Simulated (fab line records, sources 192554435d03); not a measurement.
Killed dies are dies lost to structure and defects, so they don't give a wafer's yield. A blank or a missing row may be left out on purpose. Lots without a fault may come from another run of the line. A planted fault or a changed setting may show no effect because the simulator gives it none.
Split-lot experiment | flow n5_finfet | 7 lots, 39 wafers read, on a route of 1938 steps

THE SPLIT
At N5_MOL_CONTACT_COAG_ALD_123 (deposits SiNx, target thk 5 nm, pulse time 1 s, purge time 2 s), the setting ald_cycles was moved away from the recipe's 100 on 6 of the 39 wafers read, by +6.0% to +16.0%. The other wafers ran this setting at the recipe's value.

FROM THE SPLIT TO THE READING: what the file shows between them, 4 steps
- N5_MOL_CONTACT_COAG_PECVD_31: deposits SiO2 from TEOS/O2, target thk 46 nm, time 8.9 s
- N5_MOL_CONTACT_COAG_COAT_75: time 60 s, resist thk 60 nm
- N5_MOL_CONTACT_COAG_STRIP_120: strips in CHF3
- N5_MOL_CONTACT_COAG_VIA_ETCH_117: etches SiO2 in C4F6/O2, target depth 40 nm, overetch 8 nm, time 26 s

THE READING
etch.depth_nm (the simulator's own value, which no gauge read), in nm, at N5_MOL_CONTACT_COAG_ETCH_124 (etches SiNx in CH3F/O2, stops on SiOC, target depth 6.5 nm). The file gives no usual value for it. The 33 wafers here that ran the recipe average 5.009 nm, standard deviation 0.028 nm.

wafer  | tool, chamber at the split | ald_cycles as run | against the recipe | etch.depth_nm, nm | against lot-mates on the recipe
L077.1 | ald_sin-04, 3,2,0,1,3,2    | 100               | recipe             | 4.947             | -
L077.2 | ald_sin-04, 3,2,0,1,3,2    | 100               | recipe             | 4.969             | -
L077.3 | ald_sin-04, 3,2,0,1,3,2    | 100               | recipe             | 4.991             | -
L077.4 | ald_sin-04, 3,2,0,1,3,2    | 100               | recipe             | 5.022             | -
L077.5 | ald_sin-04, 3,2,0,1,3,2    | 100               | recipe             | 4.961             | -
L077.6 | ald_sin-04, 3,2,0,1,3,2    | 100               | recipe             | 4.956             | -
L078.1 | ald_sin-03, 3,1,2,0,3,2    | 100               | recipe             | 4.991             | -
L078.2 | ald_sin-03, 3,1,2,0,3,2    | 100               | recipe             | 4.995             | -
L078.3 | ald_sin-03, 3,1,2,0,3,2    | 100               | recipe             | 5.053             | -
L078.4 | ald_sin-03, 3,1,2,0,3,2    | 100               | recipe             | 4.97              | -
L078.5 | ald_sin-03, 3,1,2,0,3,2    | 100               | recipe             | 5.006             | -
L078.6 | ald_sin-03, 3,1,2,0,3,2    | 100               | recipe             | 5.005             | -
L079.1 | ald_sin-03, 3,2,1          | 116               | +16.0%             | 5.826             | +0.804
L079.2 | ald_sin-03, 0,1,2          | 100               | recipe             | 5.027             | -
L079.5 | ald_sin-03, 0,1,2          | 100               | recipe             | 5.027             | -
L079.3 | ald_sin-03, 3,2,1          | 116               | +16.0%             | 5.844             | +0.822
L079.4 | ald_sin-03, 0,1,2          | 100               | recipe             | 5.013             | -
L079.6 | ald_sin-03, 3,2,1          | 116               | +16.0%             | 5.801             | +0.779
L084.1 | ald_sin-04, 0,0,1          | 100               | recipe             | 4.998             | -
L084.5 | ald_sin-04, 0,0,1          | 100               | recipe             | 5.005             | -
L084.6 | ald_sin-04, 0,0,1          | 100               | recipe             | 5.02              | -
L091.1 | ald_sin-03, 2,0,1,3,1,0    | 100               | recipe             | 5.029             | -
L091.2 | ald_sin-03, 2,0,1,3,1,0    | 100               | recipe             | 5.038             | -
L091.3 | ald_sin-03, 2,0,1,3,1,0    | 100               | recipe             | 5.002             | -
L091.4 | ald_sin-03, 2,0,1,3,1,0    | 100               | recipe             | 5.001             | -
L091.5 | ald_sin-03, 2,0,1,3,1,0    | 100               | recipe             | 5.026             | -
L091.6 | ald_sin-03, 2,0,1,3,1,0    | 100               | recipe             | 5.016             | -
L092.1 | ald_sin-03, 1,2,3,0,0,1    | 100               | recipe             | 5.036             | -
L092.2 | ald_sin-03, 1,2,3,0,0,1    | 100               | recipe             | 5.023             | -
L092.3 | ald_sin-03, 1,2,3,0,0,1    | 100               | recipe             | 5.053             | -
L092.4 | ald_sin-03, 1,2,3,0,0,1    | 100               | recipe             | 5.053             | -
L092.5 | ald_sin-03, 1,2,3,0,0,1    | 100               | recipe             | 5.047             | -
L092.6 | ald_sin-03, 1,2,3,0,0,1    | 100               | recipe             | 5.032             | -
L097.1 | ald_sin-04, 1,3,0          | 100               | recipe             | 4.974             | -
L097.2 | ald_sin-04, 0,1            | 106               | +6.0%              | 5.319             | +0.327
L097.3 | ald_sin-04, 2              | 106               | +6.0%              | 5.285             | +0.293
L097.4 | ald_sin-04, 1,3,0          | 100               | recipe             | 4.99              | -
L097.5 | ald_sin-04, 0,1            | 106               | +6.0%              | 5.309             | +0.317
L097.6 | ald_sin-04, 1,3,0          | 100               | recipe             | 5.011             | -
Where a row lists several chambers, the file gives one row for several wafers and doesn't say which wafer went through which chamber.

THE FIT
A straight line over all 39 wafers: etch.depth_nm changes by +0.0508 nm for each +1% of ald_cycles; r = +0.99; the points scatter about the line by 0.027 nm.
The same after taking each lot's own level away (the mean of its wafers on the recipe; 39 wafers): +0.0503 nm for each +1%; r = +1.00; scatter 0.018 nm.
On that fit, the largest move of ald_cycles shifts the reading by 0.8 nm.
The lots' own levels span 4.9743 to 5.0407 nm, that is 2.4 times the standard deviation above.
So the lot-to-lot level changes the slope little: the two slopes agree.
Check: with one of the wafers moved furthest among these (+16.0%) left out of the fit, the line predicts +0.806 nm for it against its lot-mates. It came out at +0.804 nm against them.

OTHER SPLITS ON THESE WAFERS
These wafers also went through other splits before the reading. Each is held against what the fit with the lots' levels taken away leaves over:
other split on the same wafers      | wafers away from the commonest value | r with etch.depth_nm (lot level and that fit taken away)
N5_ZERO_LAYER_PECVD_02 target_thk_a | 15                                   | -0.10
N5_HKMG_FIN_ETCH_58 target_depth_a  | 9                                    | -0.03

THE WHOLE CHAIN: every reading that the file lists as answering this split, in the file's order
step                         | what it does                                                   | reading                                                                                  | change (the file's fit)                | r (the file's)
N5_MOL_CONTACT_COAG_ALD_123  | deposits SiNx, target thk 5 nm, pulse time 1 s, purge time 2 s | SiNx_of_MOL_CONTACT_COAG_ALD_123.thk_nm (the simulator's own value, which no gauge read) | +0.0507 nm for each +1% of the setting | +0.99
N5_MOL_CONTACT_COAG_ETCH_124 | etches SiNx in CH3F/O2, stops on SiOC, target depth 6.5 nm     | etch.depth_nm (the simulator's own value, which no gauge read)                           | +0.0503 nm for each +1% of the setting | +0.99

THE FILE'S OWN FIT
etch.depth_nm changes by +0.0503 nm for each +1% of ald_cycles, r = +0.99.
